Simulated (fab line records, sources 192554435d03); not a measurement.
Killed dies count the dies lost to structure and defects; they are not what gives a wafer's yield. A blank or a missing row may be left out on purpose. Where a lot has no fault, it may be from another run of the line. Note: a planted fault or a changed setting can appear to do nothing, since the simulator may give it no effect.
Which tool is to blame? -- flow n5_finfet -- 72 wafers from 24 lots sampled at 4 of the route's 1938 steps

WHAT THE GAUGES READ, wafer by wafer
N5_BEOL_M5_THK_MEAS_01.
lot,measured,on,M5_ILD_THK (nm)
L074,day 7 15:49,film_metro-01,120.5 120.8 124.0
L076,day 7 22:26,film_metro-01,119.0 120.9 122.6
L075,day 8 09:47,film_metro-02,122.2 122.4 121.0
L077,day 8 21:13,film_metro-02,121.8 122.7 122.5
L078,day 9 09:25,film_metro-02,120.9 119.7 122.4
L079,day 9 15:46,film_metro-01,120.3 121.8 121.8
L080,day 10 02:10,film_metro-01,119.9 121.7 120.5
L083,day 10 10:14,film_metro-01,120.3 122.3 122.8
L082,day 10 18:46,film_metro-01,119.1 121.8 120.1
L081,day 10 18:52,film_metro-01,121.0 122.2 120.1
L084,day 11 06:28,film_metro-02,119.7 119.3 123.4
L085,day 11 15:07,film_metro-01,117.6 120.0 119.5
L086,day 11 22:46,film_metro-02,123.1 121.2 123.1
L089,day 12 02:53,film_metro-01,122.7 122.0 121.3
L087,day 12 05:35,film_metro-02,119.5 121.1 121.7
L088,day 12 11:22,film_metro-01,120.5 120.4 123.3
L090,day 12 18:15,film_metro-02,121.0 120.6 122.8
L092,day 12 20:07,film_metro-01,119.1 120.8 121.3
L093,day 12 22:29,film_metro-01,120.7 122.5 123.2
L091,day 13 05:56,film_metro-01,118.9 119.7 122.2
L094,day 13 17:16,film_metro-01,119.8 120.5 120.8
L095,day 13 21:50,film_metro-01,120.3 120.7 122.0
L097,day 14 12:19,film_metro-01,118.9 119.4 120.2
L096,day 14 18:35,film_metro-01,120.3 120.8 121.0

N5_BEOL_M5_OVL_MEAS_12.
lot,measured,on,M5_OVL (nm)
L074,day 7 16:53,overlay-02,0.8 0.8 0.5
L076,day 8 00:00,overlay-01,0.1 0.6 0.3
L075,day 8 10:34,overlay-01,-0.4 -0.1 -0.6
L077,day 8 23:26,overlay-01,0.4 -0.3 -0.5
L078,day 9 11:46,overlay-01,-0.5 -0.4 -0.5
L079,day 9 19:11,overlay-02,-1.0 -0.4 -1.5
L080,day 10 03:37,overlay-02,0.0 0.0 0.4
L083,day 10 12:28,overlay-01,0.3 1.0 -0.5
L082,day 10 22:36,overlay-02,1.0 1.2 0.6
L081,day 10 22:45,overlay-02,-1.0 -0.5 -0.2
L084,day 11 08:54,overlay-02,-0.7 -1.2 -0.6
L085,day 11 16:58,overlay-02,-0.7 -0.4 -0.9
L086,day 12 00:38,overlay-02,0.6 0.3 0.5
L089,day 12 04:11,overlay-02,1.0 0.2 0.4
L087,day 12 08:22,overlay-01,-0.2 0.0 -0.1
L088,day 12 12:58,overlay-02,0.2 -0.4 -0.1
L090,day 12 19:38,overlay-01,0.4 0.4 0.1
L092,day 12 21:46,overlay-01,-0.1 -0.3 -0.4
L093,day 13 00:51,overlay-02,-0.3 -0.1 -0.4
L091,day 13 07:13,overlay-01,-0.6 0.4 -0.2
L094,day 13 18:50,overlay-02,-0.6 -0.9 0.1
L095,day 13 23:11,overlay-01,-1.5 0.3 -0.6
L097,day 14 13:53,overlay-02,-0.7 -2.0 -0.8
L096,day 14 21:29,overlay-02,-0.4 -1.0 -1.3

N5_BEOL_M5_INSPECT_13: inspects for defects (brightfield).
lot,measured,on,raw_defect_count
L074,day 7 16:56,defect_inspect-01,697 723 582
L076,day 8 00:04,defect_inspect-01,488 599 333
L075,day 8 10:36,defect_inspect-02,400 424 420
L077,day 8 23:28,defect_inspect-02,354 324 375
L078,day 9 11:49,defect_inspect-02,462 445 373
L079,day 9 19:14,defect_inspect-01,262 265 329
L080,day 10 03:41,defect_inspect-01,495 449 466
L083,day 10 12:31,defect_inspect-01,368 338 468
L082,day 10 22:40,defect_inspect-02,682 686 450
L081,day 10 22:48,defect_inspect-02,578 445 445
L084,day 11 08:58,defect_inspect-01,623 480 485
L085,day 11 17:01,defect_inspect-02,489 678 431
L086,day 12 00:41,defect_inspect-02,784 477 555
L089,day 12 04:14,defect_inspect-02,558 434 404
L087,day 12 08:25,defect_inspect-02,418 504 386
L088,day 12 13:01,defect_inspect-02,417 502 519
L090,day 12 19:41,defect_inspect-02,550 585 483
L092,day 12 21:49,defect_inspect-01,608 563 509
L093,day 13 00:55,defect_inspect-02,449 382 451
L091,day 13 07:17,defect_inspect-01,316 336 528
L094,day 13 18:55,defect_inspect-02,388 497 402
L095,day 13 23:14,defect_inspect-01,450 529 530
L097,day 14 13:56,defect_inspect-02,440 522 484
L096,day 14 21:31,defect_inspect-01,412 353 549

WHICH TOOL RAN EACH LOT (tool, then ch and the chambers of the sampled wafers, then the start)
lot,N5_BEOL_M5_PECVD_70
L074,"pecvd-01 ch 0,1,2, day 7 15:50"
L076,"pecvd-01 ch 1,2, day 7 22:28"
L075,"pecvd-01 ch 0,1,2, day 8 09:50"
L077,"pecvd-02 ch 0,1,2, day 8 21:17"
L078,"pecvd-03 ch 0,2, day 9 09:27"
L079,"pecvd-02 ch 0,1, day 9 15:48"
L080,"pecvd-03 ch 0,1,2, day 10 02:12"
L083,"pecvd-02 ch 0,1, day 10 10:17"
L082,"pecvd-01 ch 0,2, day 10 18:48"
L081,"pecvd-02 ch 1,2, day 10 18:54"
L084,"pecvd-03 ch 0,2, day 11 06:29"
L085,"pecvd-01 ch 0,1,2, day 11 15:09"
L086,"pecvd-02 ch 0,1,2, day 11 22:49"
L089,"pecvd-01 ch 0,2, day 12 02:55"
L087,"pecvd-02 ch 0,2, day 12 05:37"
L088,"pecvd-02 ch 0,1,2, day 12 11:25"
L090,"pecvd-02 ch 1,2, day 12 18:17"
L092,"pecvd-01 ch 0,2, day 12 20:08"
L093,"pecvd-03 ch 0,1, day 12 22:31"
L091,"pecvd-01 ch 0,1, day 13 05:59"
L094,"pecvd-03 ch 0,1,2, day 13 17:19"
L095,"pecvd-01 ch 0,1, day 13 21:53"
L097,"pecvd-03 ch 0,1, day 14 12:21"
L096,"pecvd-03 ch 0,1,2, day 14 18:38"
- N5_BEOL_M5_PECVD_70: deposits SiO2 from TEOS/O2, target thk 16 nm, time 18 s.

WHAT THE TOOLS THEMSELVES READ (means of the sampled wafers that have a number; where no wafer has one, the mark that the record gives instead)
N5_BEOL_M5_PECVD_70.
lot,tool,heater_power_w (W),showerhead_plenum_p_Torr (Torr),throttle_valve_pct (%)
L074,pecvd-01,607,8.75,22.0
L076,pecvd-01,599,8.77,22.4
L075,pecvd-01,623,8.76,22.0
L077,pecvd-02,607,8.74,22.3
L078,pecvd-03,838,8.76,22.7
L079,pecvd-02,601,8.79,22.3
L080,pecvd-03,776,8.75,23.2
L083,pecvd-02,661,8.78,22.6
L082,pecvd-01,664,8.72,21.4
L081,pecvd-02,583,8.67,22.0
L084,pecvd-03,716,8.76,23.8
L085,pecvd-01,586,8.76,22.1
L086,pecvd-02,544,8.74,22.2
L089,pecvd-01,556,8.75,22.0
L087,pecvd-02,596,8.75,21.7
L088,pecvd-02,605,8.73,22.2
L090,pecvd-02,574,8.68,22.2
L092,pecvd-01,554,8.76,22.1
L093,pecvd-03,666,8.76,24.1
L091,pecvd-01,597,8.76,22.4
L094,pecvd-03,757,8.78,23.3
L095,pecvd-01,655,8.74,21.7
L097,pecvd-03,736,8.76,23.7
L096,pecvd-03,774,8.77,23.2

THE ANSWER, worked out from the rows above alone
Rule: the usual values come from the lots themselves. Put in order of their means at a reading, lots are off if they are a third of the lots or fewer, leave a main group of 4 or more, and stand apart from it by a gap of 3 or more times the standard deviation of the main group's means; of several such gaps the widest counts. Not used: any main group whose means are identical at the precision the tables above print for the reading. A lot without any number at a reading at which 4 lots or more have one is off too. Where the step has rows for the other lots, those lots are counted as sound. First the gauges in route order, then the tools' own readings, where a lot's mean is used as printed above. The first step at which some lot is off is used, and at that step the reading that is off furthest; a lot without a number counts as furthest.
None of the lots is off at any reading shown; this tells nothing.

WHAT HAD BEEN PUT IN BY THE SIMULATOR
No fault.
